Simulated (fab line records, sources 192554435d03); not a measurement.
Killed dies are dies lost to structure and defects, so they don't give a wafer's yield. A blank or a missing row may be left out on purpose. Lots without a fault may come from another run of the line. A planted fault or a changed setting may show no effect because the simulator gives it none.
Chamber matching | flow n5_finfet | N5_DUMMY_GATE_ETCH_32 on rie_si-01: 3 sister chambers
The step etches SiO2 in CF4, target depth 3.5 nm, time 3.9 s. 6 wafers are shown with their chamber, then 7 later ones without.

WAFERS WITH THEIR CHAMBER
wafer  | chamber | throttle_valve_pct (%) | oes_product_au (a.u.)
L080.5 | 3       | 21.48                  | 0.995
L080.6 | 1       | 21.45                  | 1.015
L085.2 | 0       | 21.80                  | 1.018
L085.5 | 3       | 21.47                  | 0.981
L085.6 | 0       | 21.83                  | 1.026
L086.3 | 1       | 21.48                  | 1.005

WAFERS WITHOUT THEIR CHAMBER
wafer  | throttle_valve_pct (%) | oes_product_au (a.u.)
L086.4 | 21.46                  | 0.983
L086.5 | 21.81                  | 1.009
L087.1 | 21.45                  | 0.997
L087.4 | 21.47                  | 0.992
L087.5 | 21.44                  | 1.002
L096.1 | 21.46                  | 0.993
L096.4 | 21.84                  | 1.019

WHICH CHAMBER EACH WENT THROUGH
wafer  | from the rows above     | in truth
L086.4 | 3                       | 3
L086.5 | 0                       | 0
L087.1 | can't be placed: 3 or 1 | 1
L087.4 | can't be placed: 3 or 1 | 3
L087.5 | can't be placed: 1 or 3 | 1
L096.1 | can't be placed: 3 or 1 | 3
L096.4 | 0                       | 0
Placed correctly: 3 of 7. Can't be placed from these rows: 4 (the true chamber is among the candidates in 4). Placed wrongly: 0.
How it was worked out, from the rows above alone: a wafer's distance from a chamber is the root of the sum, over the readings, of the square of ((its reading less the chamber's mean) divided by the reading's scatter). The wafer belongs to the nearest chamber; if the next one is less than 2 further off, it can't be placed. A chamber's mean is the mean of its shown wafers. The scatter: the root of (the sum of the squares of (reading less its chamber's mean) over the shown wafers, divided by (wafers less chambers)).
